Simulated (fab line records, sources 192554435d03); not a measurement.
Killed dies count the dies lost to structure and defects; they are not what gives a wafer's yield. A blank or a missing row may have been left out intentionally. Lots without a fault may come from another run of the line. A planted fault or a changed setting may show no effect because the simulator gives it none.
Chamber matching || flow n5 finfet || N5_PASSIVATION_PECVD_00 on pecvd-02: 3 sister chambers
The step deposits SiO2 from SiH4/N2O, target thk 200 nm, time 11.2 s. 3 wafers are shown with their chamber, then 12 later ones without.

WAFERS, EACH WITH ITS CHAMBER
{"wafer": "L089.6", "chamber": 2, "throttle valve pct (%)": 49}
{"wafer": "L090.3", "chamber": 1, "throttle valve pct (%)": 55}
{"wafer": "L090.4", "chamber": 0, "throttle valve pct (%)": 52}

WAFERS WHOSE CHAMBER IS MISSING
{"wafer": "L093.1", "throttle valve pct (%)": 52}
{"wafer": "L093.2", "throttle valve pct (%)": 49}
{"wafer": "L093.4", "throttle valve pct (%)": 55}
{"wafer": "L094.1", "throttle valve pct (%)": 54}
{"wafer": "L094.5", "throttle valve pct (%)": 55}
{"wafer": "L094.6", "throttle valve pct (%)": 49}
{"wafer": "L096.1", "throttle valve pct (%)": 50}
{"wafer": "L096.2", "throttle valve pct (%)": 55}
{"wafer": "L096.4", "throttle valve pct (%)": 50}
{"wafer": "L097.2", "throttle valve pct (%)": 52}
{"wafer": "L097.3", "throttle valve pct (%)": 55}
{"wafer": "L097.5", "throttle valve pct (%)": 55}

CHAMBER TAKEN BY EACH
{"wafer": "L093.1", "from the rows above": 0, "in truth": 0}
{"wafer": "L093.2", "from the rows above": 2, "in truth": 2}
{"wafer": "L093.4", "from the rows above": 1, "in truth": 1}
{"wafer": "L094.1", "from the rows above": 1, "in truth": 1}
{"wafer": "L094.5", "from the rows above": 1, "in truth": 1}
{"wafer": "L094.6", "from the rows above": 2, "in truth": 2}
{"wafer": "L096.1", "from the rows above": 2, "in truth": 2}
{"wafer": "L096.2", "from the rows above": 1, "in truth": 1}
{"wafer": "L096.4", "from the rows above": 2, "in truth": 2}
{"wafer": "L097.2", "from the rows above": 0, "in truth": 0}
{"wafer": "L097.3", "from the rows above": 1, "in truth": 1}
{"wafer": "L097.5", "from the rows above": 1, "in truth": 1}
Correctly placed: 12 of 12. Left unplaced by these rows: 0. Placed wrongly: 0.
How it was worked out, from the rows above alone: a wafer's distance from a chamber is the root of the sum, over the readings, of the square of ((its reading less the chamber's mean) divided by the reading's scatter). If the next closest chamber is less than 2 further off than the closest, the wafer can't be placed; otherwise it belongs to the closest. Each chamber's mean is taken over the wafers shown for it. The scatter: with one shown wafer a chamber, the root of the mean of the squares of how far each hidden wafer lies from its nearest shown one.
